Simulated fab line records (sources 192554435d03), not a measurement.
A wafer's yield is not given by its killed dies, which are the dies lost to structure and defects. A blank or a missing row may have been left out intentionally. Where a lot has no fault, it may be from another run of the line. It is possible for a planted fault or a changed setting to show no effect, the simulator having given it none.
Matching of chambers + flow n5Finfet + N5_BEOL_M2_ETCH_70 on rieDiel-01 has 4 sister chambers
The step etches SOC in N2/H2, target depth 80 nm, overetch 24 nm, time 130 s. 4 wafers are shown with their chamber, then 9 later ones without.

## WAFERS WITH THEIR CHAMBER
| wafer  | chamber | drypumpMotorCurrentA (A) |
|--------|---------|--------------------------|
| L088.3 | 2       | 6.3                      |
| L088.4 | 3       | 5.3                      |
| L088.5 | 1       | 6.4                      |
| L088.6 | 0       | 5.8                      |

## WAFERS MISSING THEIR CHAMBER
| wafer  | drypumpMotorCurrentA (A) |
|--------|--------------------------|
| L090.3 | 6.4                      |
| L090.4 | 5.7                      |
| L090.5 | 6.3                      |
| L092.1 | 5.3                      |
| L092.2 | 6.4                      |
| L092.3 | 5.8                      |
| L096.3 | 5.3                      |
| L096.4 | 6.3                      |
| L096.5 | 5.3                      |

## EACH ONE'S CHAMBER
| wafer  | from the rows above | in truth |
|--------|---------------------|----------|
| L090.3 | 1                   | 1        |
| L090.4 | 0                   | 0        |
| L090.5 | 2                   | 2        |
| L092.1 | 3                   | 3        |
| L092.2 | 1                   | 1        |
| L092.3 | 0                   | 0        |
| L096.3 | 3                   | 3        |
| L096.4 | 2                   | 2        |
| L096.5 | 3                   | 3        |
Correctly placed: 9 of 9. Number that these rows cannot place: 0. Placed wrongly: 0.
How it was worked out, from the rows above alone: a wafer's distance from a chamber is the root of the sum, over the readings, of the square of ((its reading less the chamber's mean) divided by the reading's scatter). The wafer belongs to the nearest chamber; if the next one is less than 2 further off, it can't be placed. The mean given for a chamber averages the wafers shown for that chamber. The scatter (one wafer shown for each chamber): square how far every hidden wafer sits from the nearest shown wafer, average those squares and take the square root.
